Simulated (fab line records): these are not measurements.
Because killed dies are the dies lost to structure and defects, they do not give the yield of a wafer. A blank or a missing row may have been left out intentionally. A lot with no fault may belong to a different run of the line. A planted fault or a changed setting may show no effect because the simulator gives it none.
Matching of chambers ; flow n5_finfet ; N5_BEOL_M12_CMP_49 on cmp-04 has 4 sister chambers
The step polishes, stops on SiOC, t overpolish 20.6 s, target thk 320 nm. 8 wafers are shown with their chamber, then 12 later ones without.

## EACH WAFER AND ITS CHAMBER
wafer;chamber;motor_current_A (A);clearing_platen_down_force_psi (psi)
L080.4;2;7.2;1.497
L081.4;2;6.9;1.496
L082.6;0;5.9;1.498
L088.1;1;5.7;1.499
L088.6;3;6.8;1.506
L089.1;3;6.6;1.504
L089.4;0;5.6;1.499
L089.6;1;5.3;1.505

## WAFERS WITHOUT THEIR CHAMBER
wafer;motor_current_A (A);clearing_platen_down_force_psi (psi)
L092.2;5.8;1.494
L092.3;7.0;1.505
L092.6;7.3;1.506
L093.1;6.7;1.496
L093.5;6.5;1.495
L093.6;7.4;1.506
L095.1;5.3;1.500
L095.4;6.8;1.502
L095.5;5.3;1.500
L097.1;6.9;1.502
L097.4;6.0;1.497
L097.5;7.1;1.500

## EACH ONE'S CHAMBER
wafer;from the rows above;in truth
L092.2;can't be placed: 0 or 1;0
L092.3;3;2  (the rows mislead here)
L092.6;can't be placed: 3 or 2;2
L093.1;2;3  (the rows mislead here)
L093.5;can't be placed: 2 or 0 or 3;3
L093.6;can't be placed: 3 or 2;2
L095.1;can't be placed: 1 or 0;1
L095.4;can't be placed: 3 or 2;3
L095.5;can't be placed: 1 or 0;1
L097.1;can't be placed: 3 or 2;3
L097.4;can't be placed: 0 or 1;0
L097.5;can't be placed: 2 or 3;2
0 of 12 placed correctly. Cannot be placed on the basis of these rows: 10; the candidates contain the true chamber in 10. Wrongly placed: 2.
How it was worked out, from the rows above alone: a wafer's distance from a chamber is the root of the sum, over the readings, of the square of ((its reading less the chamber's mean) divided by the reading's scatter). The wafer belongs to the nearest chamber; if the next one is less than 2 further off, it can't be placed. A chamber's mean is the mean of its shown wafers. How the scatter is found: for the shown wafers, subtract from each reading the mean of its chamber, square and add these, divide the total by (wafers less chambers), then take the root.
